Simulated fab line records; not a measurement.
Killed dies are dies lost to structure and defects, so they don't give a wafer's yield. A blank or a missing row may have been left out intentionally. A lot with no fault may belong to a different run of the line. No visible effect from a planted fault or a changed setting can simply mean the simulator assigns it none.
Matching of chambers :: flow nand-harc :: rie-diel-01 running NHARC_P_M0_STRIP_18: 4 sister chambers
The step strips in N2/H2. 4 wafers are shown with their chamber, then 7 later ones without.

## EACH WAFER AND ITS CHAMBER
wafer: L088.6
chamber: 1
showerhead-plenum-p-Torr (Torr): 2.08

wafer: L091.5
chamber: 3
showerhead-plenum-p-Torr (Torr): 2.19

wafer: L092.1
chamber: 2
showerhead-plenum-p-Torr (Torr): 2.03

wafer: L092.2
chamber: 0
showerhead-plenum-p-Torr (Torr): 2.21

## WAFERS WITH NO CHAMBER GIVEN
wafer: L092.5
showerhead-plenum-p-Torr (Torr): 2.21

wafer: L095.2
showerhead-plenum-p-Torr (Torr): 2.18

wafer: L095.4
showerhead-plenum-p-Torr (Torr): 2.03

wafer: L095.5
showerhead-plenum-p-Torr (Torr): 2.18

wafer: L096.2
showerhead-plenum-p-Torr (Torr): 2.07

wafer: L096.3
showerhead-plenum-p-Torr (Torr): 2.20

wafer: L096.4
showerhead-plenum-p-Torr (Torr): 2.18

## CHAMBER TAKEN BY EACH
wafer: L092.5
from the rows above: 0
in truth: 0

wafer: L095.2
from the rows above: 3
in truth: 3

wafer: L095.4
from the rows above: 2
in truth: 2

wafer: L095.5
from the rows above: 3
in truth: 3

wafer: L096.2
from the rows above: 1
in truth: 1

wafer: L096.3
from the rows above: can't be placed: 0 or 3
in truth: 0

wafer: L096.4
from the rows above: 3
in truth: 3
Correct placement for 6 of the 7. These rows do not allow placing 1 (true chamber among the candidates in 1). Placed wrongly: 0.
How it was worked out, from the rows above alone: a wafer's distance from a chamber is the root of the sum, over the readings, of the square of ((its reading less the chamber's mean) divided by the reading's scatter). The wafer belongs to the nearest chamber; if the next one is less than 2 further off, it can't be placed. For every chamber, the mean is computed from those of its wafers that are shown. The scatter: with one shown wafer a chamber, the root of the mean of the squares of how far each hidden wafer lies from its nearest shown one.
